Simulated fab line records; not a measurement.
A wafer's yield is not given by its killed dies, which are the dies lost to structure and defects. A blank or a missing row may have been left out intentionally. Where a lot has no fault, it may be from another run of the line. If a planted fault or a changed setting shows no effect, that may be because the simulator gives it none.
Matching of chambers / flow nand-harc / NHARC_A_WL_FILL_STRIP_29 on rie-diel-04: 4 sister chambers
The step strips in O2, time 20 s. 8 wafers are shown with their chamber, then 11 later ones without.

## WAFERS PAIRED WITH THEIR CHAMBERS
wafer=L085.3; chamber=2; drypump-motor-current-A (A)=5.2; oes-product-au (a.u.)=1.006
wafer=L085.5; chamber=0; drypump-motor-current-A (A)=6.3; oes-product-au (a.u.)=1.028
wafer=L086.4; chamber=1; drypump-motor-current-A (A)=5.3; oes-product-au (a.u.)=0.990
wafer=L086.6; chamber=2; drypump-motor-current-A (A)=5.2; oes-product-au (a.u.)=1.008
wafer=L087.3; chamber=3; drypump-motor-current-A (A)=6.1; oes-product-au (a.u.)=1.012
wafer=L087.4; chamber=0; drypump-motor-current-A (A)=6.3; oes-product-au (a.u.)=1.023
wafer=L087.6; chamber=1; drypump-motor-current-A (A)=5.4; oes-product-au (a.u.)=0.987
wafer=L090.4; chamber=3; drypump-motor-current-A (A)=6.1; oes-product-au (a.u.)=0.998

## WAFERS MISSING THEIR CHAMBER
wafer=L090.5; drypump-motor-current-A (A)=6.3; oes-product-au (a.u.)=1.016
wafer=L090.6; drypump-motor-current-A (A)=5.4; oes-product-au (a.u.)=0.990
wafer=L094.1; drypump-motor-current-A (A)=6.1; oes-product-au (a.u.)=1.004
wafer=L094.3; drypump-motor-current-A (A)=5.4; oes-product-au (a.u.)=0.993
wafer=L094.6; drypump-motor-current-A (A)=6.2; oes-product-au (a.u.)=0.997
wafer=L095.1; drypump-motor-current-A (A)=6.1; oes-product-au (a.u.)=0.992
wafer=L095.4; drypump-motor-current-A (A)=5.4; oes-product-au (a.u.)=0.993
wafer=L095.5; drypump-motor-current-A (A)=6.3; oes-product-au (a.u.)=1.010
wafer=L097.1; drypump-motor-current-A (A)=6.3; oes-product-au (a.u.)=1.015
wafer=L097.3; drypump-motor-current-A (A)=5.4; oes-product-au (a.u.)=0.996
wafer=L097.5; drypump-motor-current-A (A)=5.4; oes-product-au (a.u.)=0.982

## EACH ONE'S CHAMBER
wafer=L090.5; from the rows above=0; in truth=0
wafer=L090.6; from the rows above=1; in truth=1
wafer=L094.1; from the rows above=3; in truth=3
wafer=L094.3; from the rows above=1; in truth=1
wafer=L094.6; from the rows above=3; in truth=3
wafer=L095.1; from the rows above=3; in truth=3
wafer=L095.4; from the rows above=1; in truth=1
wafer=L095.5; from the rows above=0; in truth=0
wafer=L097.1; from the rows above=0; in truth=0
wafer=L097.3; from the rows above=1; in truth=1
wafer=L097.5; from the rows above=1; in truth=1
Placed correctly: 11 of 11. Not placeable from these rows: 0. 0 placed wrongly.
How it was worked out, from the rows above alone: a wafer's distance from a chamber is the root of the sum, over the readings, of the square of ((its reading less the chamber's mean) divided by the reading's scatter). If the next closest chamber is less than 2 further off than the closest, the wafer can't be placed; otherwise it belongs to the closest. Each chamber's mean is taken over the wafers shown for it. The scatter is the square root of a quotient: the sum, over the shown wafers, of each reading's squared deviation from its chamber's mean, divided by wafers minus chambers.
